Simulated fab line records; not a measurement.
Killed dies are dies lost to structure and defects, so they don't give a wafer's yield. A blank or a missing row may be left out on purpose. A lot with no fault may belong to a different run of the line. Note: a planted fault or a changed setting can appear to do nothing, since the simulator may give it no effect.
Which tool was responsible?	flow n5 finfet	Sampling: 12 lots, 36 wafers, 3 of 1938 route steps

== WHAT THE GAUGES READ, wafer by wafer ==
N5_DUMMY_GATE_INSPECT_17: inspects for defects (brightfield).
lot	measured	on	raw defect count
L075	day 3 03:08	defect inspect-02	196 143 160
L077	day 3 15:59	defect inspect-02	160 119 174
L079	day 4 04:35	defect inspect-01	231 167 251
L081	day 4 18:23	defect inspect-02	122 173 138
L083	day 5 04:35	defect inspect-01	227 290 178
L085	day 5 15:12	defect inspect-01	148 141 124
L087	day 6 03:49	defect inspect-02	128 96 215
L089	day 6 18:09	defect inspect-02	264 290 192
L091	day 7 05:52	defect inspect-02	251 200 178
L092	day 7 21:51	defect inspect-01	399 247 287
L095	day 8 03:57	defect inspect-02	169 100 194
L097	day 8 15:23	defect inspect-02	112 208 202

== WHAT TOOL EACH LOT RAN ON (gives the tool, then ch and the chambers of the sampled wafers, and finally the start) ==
lot	N5_STI_FIN_REVEAL_ALD_14	N5_STI_FIN_REVEAL_OXIDATION_31
L075	ald sin-01 ch 0,2,3, day 2 09:34	plasma asher-02 ch 0,1, day 2 17:48
L077	ald sin-04 ch 0,1,3, day 2 22:12	plasma asher-01 ch 0,1, day 3 06:26
L079	ald sin-04 ch 0,1,2, day 3 09:11	plasma asher-01 ch 0,1, day 3 17:26
L081	ald sin-03 ch 0,1,3, day 3 21:10	plasma asher-01 ch 0,1, day 4 05:17
L083	ald sin-01 ch 2,3, day 4 09:37	plasma asher-02 ch 0, day 4 17:40
L085	ald sin-04 ch 2,3, day 4 21:43	plasma asher-02 ch 0,1, day 5 05:46
L087	ald sin-04 ch 1,3, day 5 10:35	plasma asher-02 ch 0,1, day 5 18:37
L089	ald sin-01 ch 1,2,3, day 6 00:46	plasma asher-01 ch 0,1, day 6 08:46
L091	ald sin-01 ch 0,3, day 6 09:35	plasma asher-02 ch 0,1, day 6 19:17
L092	ald sin-03 ch 1,2,3, day 7 02:09	plasma asher-02 ch 0,1, day 7 11:17
L095	ald sin-01 ch 0,1, day 7 09:28	plasma asher-02 ch 0,1, day 7 17:32
L097	ald sin-03 ch 0,1, day 7 21:43	plasma asher-02 ch 0,1, day 8 05:48
- N5_STI_FIN_REVEAL_ALD_14: deposits Si3N4, target thk 3 nm.
- N5_STI_FIN_REVEAL_OXIDATION_31: chemistry O2 PLASMA REMOTE, time 20 s.

== THE ANSWER, worked out from the rows above alone ==
Rule: usual is defined by the lots themselves. Put in order of their means at a reading, lots are off if they are a third of the lots or fewer, leave a main group of 4 or more, and stand apart from it by a gap of 3 or more times the standard deviation of the main group's means; of several such gaps the widest counts. A main group is skipped when, at the precision printed for the reading in the tables above, its means are all equal. Also off: a lot with no number at a reading for which 4 or more lots have one. Where the step has rows for the other lots, those lots are counted as sound.
None of the lots is off at any reading shown; this tells nothing.

== WHAT THE SIMULATOR PUT IN ==
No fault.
